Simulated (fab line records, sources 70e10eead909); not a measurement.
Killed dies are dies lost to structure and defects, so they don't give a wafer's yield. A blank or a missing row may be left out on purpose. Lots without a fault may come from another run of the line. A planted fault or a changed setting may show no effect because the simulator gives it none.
A struck lot beside a sound one | flow nand_harc | 14 steps out of a route of 1159
Sound: wafers L471.3, L471.4, L471.6. Struck: wafers L463.1, L463.4, L463.5. The cause comes at the end.
At each step with rows: each side's tool, then ch and its chambers, then its first start. Under that, the readings that differ: sound wafers | struck wafers | difference of the means | sigmas: that difference in standard deviations of wafers without a fault.
alike: readings whose means differ by less than 2 such deviations, and words and numbers that are the same on both sides. not compared: withheld readings, readings that some wafer has no value for, bounds like >300 that may hide the same value, and numbers for which the record gives no deviation and whose values overlap.
The two part at a step that has a row with sigmas, a row that says differs or no value, or rows on one side only. Numbers that don't overlap but have no deviation are shown without sigmas and don't part them. A reading that every wafer of one side lacks parts them only if that side has two wafers or more.

first, 2 steps without rows for these wafers: NHARC_A_CONTACT_PEB_67 (peb time 65 s); NHARC_A_CONTACT_DEVELOP_68 (develop time 35 s).
NHARC_A_CONTACT_CD_MEAS_69: target cd 200 nm.
  sound on cd_sem-01 ch 0, day 20 23:07; struck on cd_sem-02 ch 0, day 19 15:28
  alike: cd_nm
NHARC_A_CONTACT_OVL_MEAS_70:
  sound on overlay-02, day 20 23:11; struck on overlay-01, day 19 15:33
  alike: overlay_x_nm, overlay_y_nm
NHARC_A_CONTACT_INSPECT_71:
  sound on defect_inspect-01, day 20 23:14; struck on defect_inspect-02, day 19 15:35
  alike: raw_defect_count
NHARC_A_CONTACT_DESCUM_74: chemistry O2, time 3 s.
  sound on rie_diel-06 ch 1,2,3, day 20 23:17; struck on rie_diel-08 ch 0,2,3, day 19 15:40
  alike: drypump_motor_current_A, o2_flow_sccm, oes_product_au, rf_vpp_V, showerhead_plenum_p_Torr, throttle_valve_pct
  not compared: rf_hours_counter_h
NHARC_A_CONTACT_ETCH_75: etches the open film in CF4, target depth 39 nm, time 65 s.
  sound on rie_diel-06 ch 0,2,3, day 20 23:23; struck on rie_diel-08 ch 1,2,3, day 19 15:44
  alike: bias_w, cf4_flow_sccm, drypump_motor_current_A, oes_product_au, rf_vpp_V, showerhead_plenum_p_Torr, throttle_valve_pct
  not compared: rf_hours_counter_h
then, 2 steps without rows for these wafers: NHARC_A_CONTACT_ETCH_76 (etches the open film in N2/H2, target depth 260 nm, time 475.3 s); NHARC_A_CONTACT_ETCH_77 (etches the open film in CF4/CHF3, target depth 72.6 nm, time 36.3 s).
NHARC_A_CONTACT_ETCH_78: etches the open film in O2/COS, target depth 2800 nm, time 728 s.
  sound on rie_diel-06 ch 0,1,3; struck on rie_diel-08 ch 0,1,2
  alike: bias_w, chamber_pressure_mTorr, drypump_motor_current_A, o2_flow_sccm, oes_product_au, rf_vpp_V, showerhead_plenum_p_Torr, throttle_valve_pct
  not compared: rf_hours_counter_h
NHARC_A_CONTACT_ETCH_124: etches the open film in C4F8/O2/Ar, time 140 s, target depth 700 nm.
  sound on har_cap_etch-01 ch 0,1, day 21 00:29; struck on har_cap_etch-01 ch 0,1, day 19 16:47
  alike: chamber_pressure_mTorr, oes_air_line_au
  not compared: rf_hours_counter_h
then, 1 step without rows for these wafers: NHARC_A_CONTACT_ETCH_125 (etches the open film in C4F8/O2/Ar, time 155 s, target depth 956 nm).
NHARC_A_CONTACT_ETCH_126: etches the open film in C4F8/O2/Ar, time 155 s, target depth 956 nm.
  sound on har_cap_etch-01 ch 0,1, day 21 00:48; struck on har_cap_etch-01 ch 0,1, day 19 17:07
  no value came back on the struck wafers for chamber_pressure_mTorr (mTorr), oes_air_line_au (a.u.); on the sound wafers chamber_pressure_mTorr (mTorr) reads 19.998 19.994 19.990
  not compared: rf_hours_counter_h
NHARC_A_CONTACT_ETCH_127: etches the open film in C4F8/O2/Ar, time 155 s, target depth 956 nm.
  sound on har_cap_etch-01 ch 0,1, day 21 00:56; struck on har_cap_etch-01 ch 0,1, day 19 17:16
  alike: chamber_pressure_mTorr, oes_air_line_au
  not compared: rf_hours_counter_h

WHERE THEY PART
Only at NHARC_A_CONTACT_ETCH_126, within this record. Later steps at which nothing parts them and some readings are alike: NHARC_A_CONTACT_ETCH_127.

WHY: what the simulator had put in
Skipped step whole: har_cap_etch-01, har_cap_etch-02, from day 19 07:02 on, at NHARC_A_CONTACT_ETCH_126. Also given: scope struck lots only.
